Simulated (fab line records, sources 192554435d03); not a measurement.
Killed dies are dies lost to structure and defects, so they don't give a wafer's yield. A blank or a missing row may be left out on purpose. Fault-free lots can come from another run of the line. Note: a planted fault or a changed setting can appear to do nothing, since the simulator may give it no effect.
Code-filled problem report in 8D (eight disciplines) form / flow n5Finfet / the parts of the form that need people (team, actions taken, sign-off) are left out

== 1. THE PROBLEM ==
runLengthS at N5_BEOL_M5_TRENCH_ETCH_37 reads a mean of 50.7 s on 2 wafers of 2 lots; wafers without a fault read 48.1 s with a standard deviation of 0.32. Relative to the usual mean, that is a shift of +8.0 standard deviations.
The step: etches SiCOH lowk in C4F6/O2, target depth 71.652 nm, time 24.7 s.
Seen first at day 11 07:26 on rieDiel-02, wafer L559.5. The record holds 12 wafers of 4 lots with a number at this step. By rule, "out" or "out of limits" means more than 4 standard deviations away from the usual mean. All remaining wafers that have a number are taken as sound.

== 2. WHAT IT IS AND WHAT IT IS NOT ==
question=which readings at this step | is=runLengthS | is not=O2_flow_sccm, drypumpMotorCurrentA, oesProductAu, rfVppV, showerheadPlenumPTorr, throttleValvePct
question=which lots | is=L559, L560 | is not=L550, L563
question=which wafers of those lots | is=L559.5, L560.3 | is not=L559.1, L559.4, L560.1, L560.6
question=read on which tools | is=rieDiel-02 | is not=rieDiel-01
question=when | is=from day 11 07:26 | is not=up to then (5 sound wafers); but 5 sound wafers of L560, L563 came after

== 3. SUSPECTS, AND WHAT RULES EACH OUT ==
Counting: any tool at a process step up to the reading remains a suspect provided it ran every lot that is out. Sound lots after the first of them don't rule it out here, since some wafers of a struck lot are sound.
- rieDiel-02 at N5_BEOL_M5_TRENCH_ETCH_37 (etches SiCOH lowk in C4F6/O2, target depth 71.652 nm, time 24.7 s): kept. Every lot that is out went through it, the first being L559 (day 11 07:26); the last sound lot it ran before that was L550 (day 8 16:51). Its own readings are out on those wafers: runLengthS.
- At N5_BEOL_M5_TRENCH_ETCH_37, inside rieDiel-02: chamber 0 took the wafers that are out, while their sound lot-mates went through chambers 1, 3.
After counting, what remains is rieDiel-02 at N5_BEOL_M5_TRENCH_ETCH_37.

== 4. THE CAUSE (what the simulator had put in) ==
rieDiel-02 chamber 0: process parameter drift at N5_BEOL_M5_TRENCH_ETCH_37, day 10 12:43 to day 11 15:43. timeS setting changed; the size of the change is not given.
After counting, this tool was the only one left.

== 5. THE EFFECT CHAIN, in route order ==
Each row: a reading whose mean over the struck wafers that have a number lies more than 3 standard deviations from the usual. Only readings whose record carries a usual standard deviation are examined. hours: median over the lots of the time between each lot's start at the first step of this table that gives one and its start at this step. sigmas: the change, counted in usual standard deviations.
hours=0; step=N5_BEOL_M5_TRENCH_ETCH_37; reading=runLengthS; usual=48.1 s; on struck wafers=50.7; change=+2.6; sigmas=+8.0
hours=0; step=N5_BEOL_M5_OCD_MEAS_38; reading=trenchDepthNm; usual=71.0 nm; on struck wafers=77.2; change=+6.2; sigmas=+3.1
hours=7; step=N5_BEOL_M5_THK_MEAS_53; reading=M5_THK; usual=63.1 nm; on struck wafers=71.2; change=+8.1; sigmas=+3.1
Process steps it contains:
- N5_BEOL_M5_TRENCH_ETCH_37: etches SiCOH lowk in C4F6/O2, target depth 71.652 nm, time 24.7 s.
Later measuring or inspecting steps at which every struck wafer that the step has a row for has a number for every such reading, and none has moved that far: N5_BEOL_M5_RS_MEAS_57.

== 6. WHAT WOULD HAVE CAUGHT IT SOONER ==
In this record the first reading out of limits was taken at day 11 07:26, 19 hours after the fault began at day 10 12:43.
